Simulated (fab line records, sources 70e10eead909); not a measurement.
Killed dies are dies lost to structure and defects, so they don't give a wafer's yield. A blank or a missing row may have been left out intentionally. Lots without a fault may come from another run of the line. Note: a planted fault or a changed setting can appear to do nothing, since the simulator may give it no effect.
Matching of chambers -- flow nand harc -- 4 sister chambers for NHARC_P_GATE_DESCUM_13 on rie diel-10
The step chemistry O2, time 3 s. 8 wafers are shown with their chamber, then 12 later ones without.

== WAFERS PAIRED WITH THEIR CHAMBERS ==
wafer,chamber,drypump motor current A (A),oes product au (a.u.)
L082.4,3,5.4,0.996
L082.5,3,5.5,0.994
L083.6,2,5.4,1.024
L084.3,0,5.2,1.002
L084.5,2,5.4,1.015
L086.1,0,5.3,1.000
L086.2,1,5.3,0.986
L086.6,1,5.3,0.990

== WAFERS WITHOUT THEIR CHAMBER ==
wafer,drypump motor current A (A),oes product au (a.u.)
L087.2,5.2,0.995
L087.5,5.3,0.985
L087.6,5.3,0.997
L092.1,5.2,0.995
L092.5,5.4,1.008
L092.6,5.3,0.988
L096.3,5.4,0.988
L096.4,5.3,0.991
L096.5,5.2,1.017
L097.1,5.4,1.003
L097.5,5.3,1.000
L097.6,5.3,0.994

== WHICH CHAMBER EACH ONE RAN IN ==
wafer,from the rows above,in truth
L087.2,can't be placed: 0 or 1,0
L087.5,1,1
L087.6,can't be placed: 0 or 1 or 3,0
L092.1,can't be placed: 0 or 1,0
L092.5,can't be placed: 2 or 0 or 3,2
L092.6,1,1
L096.3,can't be placed: 1 or 3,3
L096.4,1,1
L096.5,can't be placed: 2 or 0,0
L097.1,can't be placed: 3 or 0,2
L097.5,0,0
L097.6,can't be placed: 1 or 0 or 3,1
Placed correctly: 4 of 12. From these rows, 8 cannot be placed; in 7 the true chamber is one of the candidates. Number placed wrongly: 0.
How it was worked out, from the rows above alone: a wafer's distance from a chamber is the root of the sum, over the readings, of the square of ((its reading less the chamber's mean) divided by the reading's scatter). If the next closest chamber is less than 2 further off than the closest, the wafer can't be placed; otherwise it belongs to the closest. For every chamber, the mean is computed from those of its wafers that are shown. The scatter is the square root of a quotient: the sum, over the shown wafers, of each reading's squared deviation from its chamber's mean, divided by wafers minus chambers.
